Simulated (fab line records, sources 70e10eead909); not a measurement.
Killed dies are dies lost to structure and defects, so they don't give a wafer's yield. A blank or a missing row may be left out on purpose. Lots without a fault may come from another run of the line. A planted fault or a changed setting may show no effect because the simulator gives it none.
fab line records | flow nand_harc | part 1 of 2: steps 1 to 32 of 47
record lots=5 wafers=15 last_day=31
route steps=1302 shown P_GATE@181 P_CONTACT@217
lots that met no fault: from a run of the same line without faults
start_h: hours from the record's first day to the start of the lot's first wafer shown | wait_h: hours since the lot's step before | " the same as in the row above | L1.1+2: a row that stands for several wafers | - no value, or no start given | * or withheld: withheld | < > ~ a bound
route shown NAME@n: a module of which the file shows steps, and the number in the route of the first | usual: mean/standard deviation of fault-free wafers | same: alike in all rows | chamber/n: place in a boat | sites: the reading at each site | _std_site: their standard deviation | _edge_site: outer sites' mean less inner sites' | radius_mm: how far each site lies from the wafer's centre | mask NAME#n: copy n | behind: the tool/chamber that last shaped the wafer | hold: why the lot was held/for how many hours/how that ended | device: the transistor (n, p or np) that didn't switch | end of line: the same wafers' tests at the end of the route | a step without rows: its recipe alone | killed: dies lost to structure and defects at the first sort, not the wafer's yield | map: a wafer's dies, x killed, . not, _ none there
set.NAME: the setting as run; set.NAME@STEP: as run at that earlier step | model.NAME: the simulator's own value behind a step, which no gauge read
lots at some steps of the route; a table a step, a row a wafer
services: from which hour (start_h, from the record's first day; less than 0 if before it) a tool's chamber was out of use, for how many hours, and why
## steps
# step NHARC_P_GATE_EBR_55
# columns lot.wafer tool chamber start_h wait_h
L075.2+3+6 litho_track-03 0 - -
L076.2+3+6 litho_track-03 0 - -
L078.1+4+6 litho_track-05 0 - -
L082.1+2+5 litho_track-03 0 - -
L091.1+4+5 litho_track-02 0 - -
# step NHARC_P_GATE_EXPOSE_56
# recipe na=0.6 target_cd_nm=720 dose_mj=14.81 mask_id=P_PSD
# columns lot.wafer tool chamber start_h wait_h mask
L075.2+3+6 krf_scanner-02 0 113.63 - P_PSD#0
L076.2+3+6 krf_scanner-04 0 128.08 - P_PSD#0
L078.1+4+6 krf_scanner-01 0 147.76 - P_PSD#0
L082.1+2+5 krf_scanner-04 0 196.80 - P_PSD#0
L091.1+4+5 krf_scanner-02 0 276.52 - P_PSD#0
# step NHARC_P_GATE_PEB_57
# recipe peb_temp_c=118 peb_time_s=85
# columns lot.wafer tool chamber start_h wait_h
L075.2+3+6 litho_track-02 0 113.69 0.1
L076.2+3+6 litho_track-03 0 128.14 0.1
L078.1+4+6 litho_track-02 0 147.83 0.1
L082.1+2+5 litho_track-02 0 196.87 0.1
L091.1+4+5 litho_track-05 0 276.59 0.1
# step NHARC_P_GATE_DEVELOP_58
# recipe time_s=70
# columns lot.wafer tool chamber start_h wait_h
L075.2+3+6 litho_track-02 0 - -
L076.2+3+6 litho_track-03 0 - -
L078.1+4+6 litho_track-02 0 - -
L082.1+2+5 litho_track-02 0 - -
L091.1+4+5 litho_track-05 0 - -
# step NHARC_P_GATE_CD_MEAS_59
# recipe target_cd_nm=720 landing_energy_ev=500
# usual cd_nm=720.0/2
# columns lot.wafer tool chamber start_h wait_h cd_nm
L075.2 cd_sem-02 0 113.79 - 718.2
L075.3 " 0 " " 720.3
L075.6 " 0 " " 722.2
L076.2 cd_sem-02 0 128.24 - 720.3
L076.3 " 0 " " 720.4
L076.6 " 0 " " 719.1
L078.1 cd_sem-03 0 147.92 - 719.7
L078.4 " 0 " " 716.5
L078.6 " 0 " " 716.2
L082.1 cd_sem-03 0 196.96 - 717.6
L082.2 " 0 " " 719.7
L082.5 " 0 " " 721.0
L091.1 cd_sem-03 0 276.68 - 721.5
L091.4 " 0 " " 718.7
L091.5 " 0 " " 718.9
# step NHARC_P_GATE_HARDBAKE_60
# recipe temp_c=125 time_s=80
# columns lot.wafer tool chamber start_h wait_h
L075.2+3+6 litho_track-02 0 113.86 -
L076.2+3+6 litho_track-02 0 128.32 -
L078.1+4+6 litho_track-05 0 148.00 -
L082.1+2+5 litho_track-03 0 197.04 -
L091.1+4+5 litho_track-05 0 276.76 -
# step NHARC_P_GATE_DESCUM_61
# recipe time_s=3 o2_flow_sccm=200 ar_flow_sccm=0 bias_power_w=0 chemistry=O2
# usual drypump_motor_current_A=5.8/0.47 oes_product_au=1.001/0.0099 rf_vpp_V=57.8/0.91 showerhead_plenum_p_Torr=1.92/0.085 throttle_valve_pct=11.311/0.0094
# same bias_power_w=0
# columns lot.wafer tool chamber start_h wait_h drypump_motor_current_A oes_product_au rf_hours_counter_h rf_vpp_V showerhead_plenum_p_Torr throttle_valve_pct
L075.2 rie_diel-03 2 113.94 - 5.7 1.011 0 57.1 1.80 11.302
L075.3 " 1 " " 4.9 0.995 0 57.8 1.83 11.307
L075.6 " 0 " " 5.2 1.008 - 58.0 1.83 11.309
L076.2 rie_diel-05 3 128.42 - 6.1 1.006 3.4 57.7 1.83 11.312
L076.3 " 0 " " 5.5 1.004 3.8 56.1 1.87 11.314
L076.6 " 2 " " 6.1 0.992 - 59.3 2.03 11.303
L078.4 rie_diel-03 1 148.07 - 4.9 0.991 1.6 58.3 1.83 11.316
L078.1 " 3 " " 6.6 0.991 2.1 57.9 1.89 11.291
L078.6 " 2 " " 5.7 1.004 - 57.2 1.80 11.313
L082.2 rie_diel-03 3 197.12 - 6.6 0.994 2.9 58.1 1.89 11.311
L082.1 " 2 " " 5.7 1.009 3.5 56.4 1.80 11.323
L082.5 " 0 " " 5.2 1.007 - 58.0 1.83 11.318
L091.1 rie_diel-05 3 276.84 - 6.1 0.994 1.3 57.1 1.82 11.297
L091.4 " 0 " " 5.5 0.994 1.4 57.3 1.86 11.318
L091.5 " 0 " " 5.5 0.995 - 57.7 1.86 11.292
# step NHARC_P_GATE_IMPLANT_62
# recipe energy_kev=20 dose_cm2=3e+15 tilt_deg=7
# same implant_ion_amu=49
# columns lot.wafer tool chamber start_h wait_h
L075.2+3+6 implanter-01 0 114.14 0.2
L076.2+3+6 implanter-02 0 128.58 0.1
L078.1+4+6 implanter-01 0 148.22 0.1
L082.1+2+5 implanter-01 0 197.26 0.1
L091.1+4+5 implanter-02 0 276.99 0.1
# step NHARC_P_GATE_STRIP_112
# recipe power_w=1500 temp_c=110 time_s=200 chemistry=N2/H2
# usual drypump_motor_current_A=5.7/0.56 heater_power_w=94/9.9 rf_refl_power_W=12.4/1.8
# columns lot.wafer tool chamber start_h wait_h drypump_motor_current_A heater_power_w rf_hours_counter_h rf_refl_power_W
L075.2 plasma_asher-02 0 114.34 0.2 6.3 100 8 14.6
L075.3 " 1 " " 5.3 104 - 11.0
L075.6 " 0 " " 6.2 102 - 15.0
L076.2 plasma_asher-01 0 128.81 0.2 6.3 87 28 12.9
L076.3 " 1 " " 5.1 85 - 10.6
L076.6 " 0 " " 6.3 87 - 13.1
L078.1 plasma_asher-01 0 148.49 0.2 6.3 86 32 12.8
L078.4 " 0 " " 6.3 89 - 13.4
L078.6 " 0 " " 6.3 85 - 13.5
L082.1 plasma_asher-02 0 197.49 0.2 6.2 102 27 14.6
L082.2 " 1 " " 5.3 108 27 10.2
L082.5 " 0 " " 6.2 102 - 15.1
L091.1 plasma_asher-02 0 277.25 0.2 6.2 97 6 15.3
L091.4 " 0 " " 6.2 101 - 15.0
L091.5 " 0 " " 6.2 98 - 15.6
# step NHARC_P_GATE_STRIP_76
# recipe power_w=1500 temp_c=250 chemistry=O2
# usual drypump_motor_current_A=5.7/0.56 heater_power_w=355/37 rf_refl_power_W=12.2/1.8
# columns lot.wafer tool chamber start_h wait_h drypump_motor_current_A heater_power_w rf_hours_counter_h rf_refl_power_W
L075.2 plasma_asher-02 0 114.60 0.2 6.2 387 8 15.1
L075.3 " 1 " " 5.3 394 - 10.6
L075.6 " 0 " " 6.2 374 - 15.7
L076.2 plasma_asher-01 0 129.04 0.2 6.3 327 28 13.1
L076.3 " 1 " " 5.0 325 - 10.5
L076.6 " 0 " " 6.3 329 - 12.7
L078.1 plasma_asher-01 0 148.72 0.2 6.3 328 32 13.3
L078.4 " 0 " " 6.3 321 - 12.9
L078.6 " 0 " " 6.3 323 - 13.3
L082.1 plasma_asher-02 0 197.75 0.2 6.2 379 28 15.0
L082.2 " 1 " " 5.3 398 28 10.9
L082.5 " 0 " " 6.2 378 - 14.9
L091.1 plasma_asher-02 0 277.48 0.2 6.2 363 6 15.3
L091.4 " 0 " " 6.2 372 - 14.9
L091.5 " 0 " " 6.3 369 - 15.0
# step NHARC_P_GATE_STRIP_63
# recipe time_s=900 temp_c=130 chemistry=SPM
# columns lot.wafer tool chamber start_h wait_h
L075.2+6+3 wet_bench-07 7,0,1 114.74 0.1
L076.3+2+6 wet_bench-06 2,4,5 129.18 0.1
L078.6+1+4 wet_bench-06 2,6,7 148.85 0.1
L082.2+1+5 wet_bench-05 4,5,7 197.90 0.1
L091.5+4+1 wet_bench-05 0,2,5 277.61 0.1
# step NHARC_P_GATE_DEHYDRATE_83
# recipe temp_c=150 time_s=120
# columns lot.wafer tool chamber start_h wait_h
L075.2+3+6 litho_track-02 0 115.09 -
L076.2+3+6 litho_track-03 0 129.52 -
L078.1+4+6 litho_track-05 0 149.19 -
L082.1+2+5 litho_track-02 0 198.25 -
L091.1+4+5 litho_track-05 0 277.96 -
# step NHARC_P_GATE_HMDS_84
# recipe time_s=30
# columns lot.wafer tool chamber start_h wait_h
L075.2+3+6 litho_track-02 0 - -
L076.2+3+6 litho_track-03 0 - -
L078.1+4+6 litho_track-05 0 - -
L082.1+2+5 litho_track-02 0 - -
L091.1+4+5 litho_track-05 0 - -
# step NHARC_P_GATE_COAT_85
# recipe spin_rpm=3000
# columns lot.wafer tool chamber start_h wait_h
L075.2+3+6 litho_track-02 0 - -
L076.2+3+6 litho_track-03 0 - -
L078.1+4+6 litho_track-05 0 - -
L082.1+2+5 litho_track-02 0 - -
L091.1+4+5 litho_track-05 0 - -
# step NHARC_P_GATE_SOFTBAKE_86
# recipe temp_c=122 time_s=95
# columns lot.wafer tool chamber start_h wait_h
L075.2+3+6 litho_track-02 0 - -
L076.2+3+6 litho_track-03 0 - -
L078.1+4+6 litho_track-05 0 - -
L082.1+2+5 litho_track-02 0 - -
L091.1+4+5 litho_track-05 0 - -
# step NHARC_P_GATE_EBR_87
# columns lot.wafer tool chamber start_h wait_h
L075.2+3+6 litho_track-02 0 - -
L076.2+3+6 litho_track-03 0 - -
L078.1+4+6 litho_track-05 0 - -
L082.1+2+5 litho_track-02 0 - -
L091.1+4+5 litho_track-05 0 - -
# step NHARC_P_GATE_EXPOSE_88
# recipe na=0.6 target_cd_nm=2000 dose_mj=11.87 mask_id=P_HVN
# columns lot.wafer tool chamber start_h wait_h mask
L075.2+3+6 krf_scanner-04 0 115.36 - P_HVN#0
L076.2+3+6 krf_scanner-01 0 129.80 - P_HVN#0
L078.1+4+6 krf_scanner-01 0 149.46 - P_HVN#0
L082.1+2+5 krf_scanner-04 0 198.52 - P_HVN#0
L091.1+4+5 krf_scanner-04 0 278.23 - P_HVN#0
# step NHARC_P_GATE_PEB_89
# recipe peb_temp_c=118 peb_time_s=85
# columns lot.wafer tool chamber start_h wait_h
L075.2+3+6 litho_track-05 0 115.43 0.1
L076.2+3+6 litho_track-02 0 129.86 0.1
L078.1+4+6 litho_track-02 0 149.53 0.1
L082.1+2+5 litho_track-03 0 198.59 0.1
L091.1+4+5 litho_track-02 0 278.30 0.1
# step NHARC_P_GATE_DEVELOP_90
# recipe time_s=70
# columns lot.wafer tool chamber start_h wait_h
L075.2+3+6 litho_track-05 0 - -
L076.2+3+6 litho_track-02 0 - -
L078.1+4+6 litho_track-02 0 - -
L082.1+2+5 litho_track-03 0 - -
L091.1+4+5 litho_track-02 0 - -
# step NHARC_P_GATE_CD_MEAS_91
# recipe target_cd_nm=2000 landing_energy_ev=500
# usual cd_nm=1998.8/1.6
# columns lot.wafer tool chamber start_h wait_h cd_nm
L075.2 cd_sem-03 0 115.52 - 1995.9
L075.3 " 0 " " 1995.6
L075.6 " 0 " " 1997.0
L076.2 cd_sem-02 0 129.96 - 1997.3
L076.3 " 0 " " 1997.2
L076.6 " 0 " " 1997.3
L078.1 cd_sem-01 0 149.62 - 1997.4
L078.4 " 0 " " 1998.4
L078.6 " 0 " " 1995.9
L082.1 cd_sem-03 0 198.68 - 1998.5
L082.2 " 0 " " 1998.4
L082.5 " 0 " " 1999.3
L091.1 cd_sem-03 0 278.39 - 2000.1
L091.4 " 0 " " 1998.5
L091.5 " 0 " " 1999.6
# step NHARC_P_GATE_HARDBAKE_92
# recipe temp_c=125 time_s=80
# columns lot.wafer tool chamber start_h wait_h
L075.2+3+6 litho_track-05 0 115.60 -
L076.2+3+6 litho_track-02 0 130.06 -
L078.1+4+6 litho_track-03 0 149.70 -
L082.1+2+5 litho_track-02 0 198.76 -
L091.1+4+5 litho_track-05 0 278.47 -
# step NHARC_P_GATE_DESCUM_93
# recipe time_s=3 o2_flow_sccm=200 ar_flow_sccm=0 bias_power_w=0 chemistry=O2
# usual drypump_motor_current_A=5.8/0.51 oes_product_au=1.003/0.01 rf_vpp_V=57.8/0.81 showerhead_plenum_p_Torr=1.91/0.088 throttle_valve_pct=11.311/0.0083
# same bias_power_w=0
# columns lot.wafer tool chamber start_h wait_h drypump_motor_current_A oes_product_au rf_hours_counter_h rf_vpp_V showerhead_plenum_p_Torr throttle_valve_pct
L075.3 rie_diel-07 3 115.69 - 5.2 0.991 10 58.0 2.05 11.309
L075.2 " 1 " " 6.2 1.017 12 58.1 2.03 11.316
L075.6 " 3 " " 5.2 1.014 - 58.4 2.05 11.318
L076.3 rie_diel-05 3 130.15 - 6.1 1.004 3 58.2 1.83 11.327
L076.2 " 0 " " 5.5 0.997 4 57.1 1.87 11.294
L076.6 " 2 " " 6.1 0.993 - 58.9 2.03 11.314
L078.4 rie_diel-07 2 149.78 - 5.9 1.000 1 57.5 1.97 11.316
L078.1 " 1 " " 6.2 1.021 0 58.8 2.03 11.308
L078.6 " 3 " " 5.2 1.002 - 59.6 2.05 11.310
L082.2 rie_diel-05 3 198.85 - 6.1 1.007 8 58.4 1.83 11.320
L082.1 " 1 " " 6.2 1.000 7 58.0 1.90 11.315
L082.5 " 2 " " 6.1 0.994 - 58.1 2.03 11.319
L091.4 rie_diel-07 0 278.55 - 5.8 1.016 10 58.0 2.00 11.313
L091.1 " 3 " " 5.2 0.994 11 56.7 2.05 11.316
L091.5 " 1 " " 6.2 1.012 - 57.8 2.02 11.321
# step NHARC_P_GATE_IMPLANT_94
# recipe energy_kev=60 dose_cm2=2e+15 tilt_deg=7
# same implant_ion_amu=31
# columns lot.wafer tool chamber start_h wait_h
L075.2+3+6 implanter-02 0 115.85 0.1
L076.2+3+6 implanter-01 0 130.31 0.1
L078.1+4+6 implanter-01 0 149.93 0.1
L082.1+2+5 implanter-02 0 198.99 0.1
L091.1+4+5 implanter-01 0 278.69 0.1
# step NHARC_P_GATE_STRIP_113
# recipe power_w=1500 temp_c=110 time_s=740 chemistry=N2/H2
# usual drypump_motor_current_A=5.7/0.55 heater_power_w=95/9.9 rf_refl_power_W=12.4/1.8
# columns lot.wafer tool chamber start_h wait_h drypump_motor_current_A heater_power_w rf_hours_counter_h rf_refl_power_W
L075.2 plasma_asher-02 0 116.04 0.2 6.2 101 9 14.5
L075.3 " 0 " " 6.2 104 - 15.1
L075.6 " 0 " " 6.2 104 - 15.6
L076.2 plasma_asher-01 0 130.51 0.2 6.3 89 29 12.9
L076.3 " 0 " " 6.3 85 - 13.1
L076.6 " 1 " " 5.0 86 - 10.2
L078.1 plasma_asher-02 0 150.15 0.2 6.2 102 15 14.9
L078.4 " 1 " " 5.3 106 - 11.1
L078.6 " 0 " " 6.2 102 - 14.8
L082.2 plasma_asher-01 0 199.21 0.2 6.3 89 5 13.0
L082.1 " 1 " " 5.0 83 5 11.5
L082.5 " 1 " " 5.0 84 - 10.5
L091.1 plasma_asher-01 1 279.03 0.3 5.0 83 22 10.6
L091.4 " 0 " " 6.3 89 - 12.7
L091.5 " 0 " " 6.3 87 - 13.3
# step NHARC_P_GATE_STRIP_95
# recipe power_w=1500 temp_c=250 chemistry=O2
# usual drypump_motor_current_A=5.7/0.55 heater_power_w=357/37 rf_refl_power_W=12.3/1.9
# columns lot.wafer tool chamber start_h wait_h drypump_motor_current_A heater_power_w rf_hours_counter_h rf_refl_power_W
L075.2 plasma_asher-02 0 116.76 0.6 6.2 382 9 15.2
L075.3 " 0 " " 6.2 377 - 14.9
L075.6 " 0 " " 6.2 380 - 15.4
L076.2 plasma_asher-01 0 131.22 0.6 6.3 324 29 13.1
L076.3 " 0 " " 6.3 333 - 12.7
L076.6 " 1 " " 5.1 315 - 10.9
L078.1 plasma_asher-02 0 150.86 0.6 6.2 379 16 15.0
L078.4 " 1 " " 5.3 395 - 11.0
L078.6 " 0 " " 6.2 378 - 15.0
L082.2 plasma_asher-01 0 199.93 0.6 6.3 336 5 12.8
L082.1 " 1 " " 5.1 316 5 10.6
L082.5 " 1 " " 5.1 316 - 10.3
L091.1 plasma_asher-01 1 279.65 0.5 5.1 313 23 10.8
L091.4 " 0 " " 6.3 336 - 13.2
L091.5 " 0 " " 6.3 334 - 12.8
# step NHARC_P_GATE_STRIP_96
# recipe time_s=900 temp_c=130 chemistry=SPM
# columns lot.wafer tool chamber start_h wait_h
L075.2+3+6 wet_bench-07 7,0,1 116.99 0.2
L076.6+3+2 wet_bench-05 2,3,4 131.44 0.2
L078.1+4+6 wet_bench-07 6,1,2 151.07 0.2
L082.2+1+5 wet_bench-05 2,3,4 200.16 0.2
L091.4+1+5 wet_bench-05 6,1,3 279.85 0.2
# step NHARC_P_GATE_RTA_64
# recipe temp_c=1050 time_s=1
# usual lamp_power_pct=34.55/0.12 lamp_zone_3_pct=34.55/0.12 wafer_temp_C_max=1053.8/0.87
# columns lot.wafer tool chamber start_h wait_h lamp_power_pct lamp_zone_3_pct wafer_temp_C_max
L075.2 rtp_anneal-01 0 117.36 - 34.64 34.68 1053.8
L075.3 " 0 " " 34.70 34.68 1053.8
L075.6 " 0 " " 34.71 34.72 1052.4
L076.2 rtp_anneal-01 0 131.81 - 34.69 34.64 1054.3
L076.3 " 0 " " 34.64 34.69 1053.6
L076.6 " 0 " " 34.73 34.68 1053.5
L078.1 rtp_anneal-02 0 151.42 - 34.52 34.43 1054.0
L078.4 " 0 " " 34.42 34.46 1055.2
L078.6 " 0 " " 34.44 34.37 1053.3
L082.1 rtp_anneal-01 0 200.52 - 34.69 34.68 1052.7
L082.2 " 0 " " 34.70 34.65 1053.1
L082.5 " 0 " " 34.69 34.65 1052.5
L091.1 rtp_anneal-02 0 280.21 - 34.41 34.42 1053.8
L091.4 " 0 " " 34.41 34.40 1054.3
L091.5 " 0 " " 34.47 34.45 1054.0
# step NHARC_P_GATE_ETCH_77
# recipe target_depth_a=60 chemistry=dHF material=SiO2
# columns lot.wafer tool chamber start_h wait_h
L075.6+3+2 wet_bench-05 5,6,7 117.54 0.0
L076.2+6+3 wet_bench-06 6,7,0 131.99 0.2
L078.1+6+4 wet_bench-06 2,3,7 151.62 0.2
L082.2+5+1 wet_bench-07 2,4,5 200.72 0.1
L091.1+5+4 wet_bench-06 7,2,3 280.41 0.2
# step NHARC_P_GATE_DEGAS_109
# recipe temp_c=300 time_s=60
# usual heater_power_w=439/35
# columns lot.wafer tool chamber start_h wait_h heater_power_w
L075.2 pvd_sputter-02 - 117.65 0.1 496
L075.3 " - " " 408
L075.6 " - " " 467
L076.2 pvd_sputter-01 - 132.08 0.1 443
L076.3 " - " " 387
L076.6 " - " " 381
L078.4 pvd_sputter-03 - 151.73 0.1 410
L078.1 " - " " 492
L078.6 " - " " 399
L082.2 pvd_sputter-01 - 200.82 0.1 463
L082.1 " - " " 437
L082.5 " - " " 455
L091.1 pvd_sputter-03 - 280.52 0.1 424
L091.4 " - " " 424
L091.5 " - " " 480
# step NHARC_P_GATE_PRE_CLEAN_110
# recipe time_s=30 bias_v=200 gas=Ar
# usual bias_v=199.9/2.1
# columns lot.wafer tool chamber start_h wait_h bias_v
L075.2 pvd_sputter-02 - - - 201.6
L075.3 " - " " 198.9
L075.6 " - " " 196.5
L076.3 pvd_sputter-01 - - - 201.9
L076.2 " - " " 202.0
L076.6 " - " " 202.3
L078.4 pvd_sputter-03 - - - 201.2
L078.1 " - " " 199.2
L078.6 " - " " 198.1
L082.1 pvd_sputter-01 - - - 197.8
L082.2 " - " " 197.2
L082.5 " - " " 200.4
L091.4 pvd_sputter-03 - - - 197.3
L091.1 " - " " 200.4
L091.5 " - " " 198.6
# step NHARC_P_GATE_SPUTTER_78
# recipe target_thk_a=100 material=Ni
# columns lot.wafer tool chamber start_h wait_h
L075.2+3+6 pvd_sputter-02 - - -
L076.3+2+6 pvd_sputter-01 - - -
L078.1+4+6 pvd_sputter-03 - - -
L082.2+1+5 pvd_sputter-01 - - -
L091.4+1+5 pvd_sputter-03 - - -
# step NHARC_P_GATE_SPUTTER_79
# recipe target_thk_a=100 material=TiN
# columns lot.wafer tool chamber start_h wait_h
L075.2+3+6 pvd_sputter-02 - - -
L076.2+3+6 pvd_sputter-01 - - -
L078.4+1+6 pvd_sputter-03 - - -
L082.1+2+5 pvd_sputter-01 - - -
L091.1+4+5 pvd_sputter-03 - - -
